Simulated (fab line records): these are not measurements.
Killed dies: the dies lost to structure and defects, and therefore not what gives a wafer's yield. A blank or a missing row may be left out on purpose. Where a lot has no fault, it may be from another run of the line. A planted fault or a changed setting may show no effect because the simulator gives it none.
Chamber matching ; flow n5-finfet ; cmp-02 running N5_MOL_CONTACT_COAG_CMP_23: 4 sister chambers
The step polishes, stops on SiO2, t overpolish 1.5 s, target thk 0 nm. 8 wafers are shown with their chamber, then 7 later ones without.

## WAFERS WITH THEIR CHAMBER
wafer;chamber;motor-current-A (A);time-to-endpoint-s (s)
L087.1;1;7.5;12.0
L087.2;0;7.9;9.4
L087.3;2;6.4;9.6
L091.1;0;8.2;8.7
L091.3;2;6.1;9.2
L091.6;3;7.3;15.2
L093.1;3;7.5;13.9
L093.4;1;7.1;10.4

## WAFERS WHOSE CHAMBER IS MISSING
wafer;motor-current-A (A);time-to-endpoint-s (s)
L093.6;6.9;11.9
L095.2;8.0;10.0
L095.4;7.2;17.8
L095.5;6.3;12.8
L097.2;7.9;10.5
L097.3;7.0;13.6
L097.5;7.2;12.3

## WHICH CHAMBER EACH ONE RAN IN
wafer;from the rows above;in truth
L093.6;1;1
L095.2;0;0
L095.4;3;3
L095.5;can't be placed: 2 or 1 or 3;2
L097.2;can't be placed: 0 or 1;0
L097.3;can't be placed: 3 or 1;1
L097.5;can't be placed: 1 or 3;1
Correctly placed: 3 of 7. These rows do not allow placing 4 (true chamber among the candidates in 4). 0 placed wrongly.
How it was worked out, from the rows above alone: a wafer's distance from a chamber is the root of the sum, over the readings, of the square of ((its reading less the chamber's mean) divided by the reading's scatter). If the next closest chamber is less than 2 further off than the closest, the wafer can't be placed; otherwise it belongs to the closest. For every chamber, the mean is computed from those of its wafers that are shown. The scatter: take each reading less its chamber's mean, square it, sum over the shown wafers, divide by the number of wafers less the number of chambers, and take the root.
